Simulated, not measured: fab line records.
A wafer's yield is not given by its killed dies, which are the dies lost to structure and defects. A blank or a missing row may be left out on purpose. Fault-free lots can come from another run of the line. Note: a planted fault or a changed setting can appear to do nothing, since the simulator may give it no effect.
Matching of chambers || flow nand-harc || NHARC_P_ZERO_WELL_DESCUM_13 on rie-diel-01 has 4 sister chambers
The step chemistry O2, time 3 s. 4 wafers are shown with their chamber, then 7 later ones without.

== WAFERS WITH THEIR CHAMBER ==
{"wafer": "L092.2", "chamber": 1, "showerhead-plenum-p-Torr (Torr)": 2.01}
{"wafer": "L092.5", "chamber": 2, "showerhead-plenum-p-Torr (Torr)": 1.91}
{"wafer": "L095.1", "chamber": 0, "showerhead-plenum-p-Torr (Torr)": 1.96}
{"wafer": "L095.3", "chamber": 3, "showerhead-plenum-p-Torr (Torr)": 1.83}

== WAFERS WITHOUT THEIR CHAMBER ==
{"wafer": "L095.6", "showerhead-plenum-p-Torr (Torr)": 2.01}
{"wafer": "L096.2", "showerhead-plenum-p-Torr (Torr)": 1.83}
{"wafer": "L096.5", "showerhead-plenum-p-Torr (Torr)": 1.91}
{"wafer": "L096.6", "showerhead-plenum-p-Torr (Torr)": 1.83}
{"wafer": "L097.1", "showerhead-plenum-p-Torr (Torr)": 1.83}
{"wafer": "L097.2", "showerhead-plenum-p-Torr (Torr)": 1.95}
{"wafer": "L097.4", "showerhead-plenum-p-Torr (Torr)": 1.91}

== WHICH CHAMBER EACH ONE RAN IN ==
{"wafer": "L095.6", "from the rows above": 1, "in truth": 1}
{"wafer": "L096.2", "from the rows above": 3, "in truth": 3}
{"wafer": "L096.5", "from the rows above": 2, "in truth": 2}
{"wafer": "L096.6", "from the rows above": 3, "in truth": 3}
{"wafer": "L097.1", "from the rows above": 3, "in truth": 3}
{"wafer": "L097.2", "from the rows above": 0, "in truth": 0}
{"wafer": "L097.4", "from the rows above": 2, "in truth": 2}
Correctly placed: 7 of 7. Left unplaced by these rows: 0. Placed wrongly: 0.
How it was worked out, from the rows above alone: a wafer's distance from a chamber is the root of the sum, over the readings, of the square of ((its reading less the chamber's mean) divided by the reading's scatter). The wafer belongs to the nearest chamber; if the next one is less than 2 further off, it can't be placed. Each chamber's mean is taken over the wafers shown for it. The scatter (one wafer shown for each chamber): square how far every hidden wafer sits from the nearest shown wafer, average those squares and take the square root.
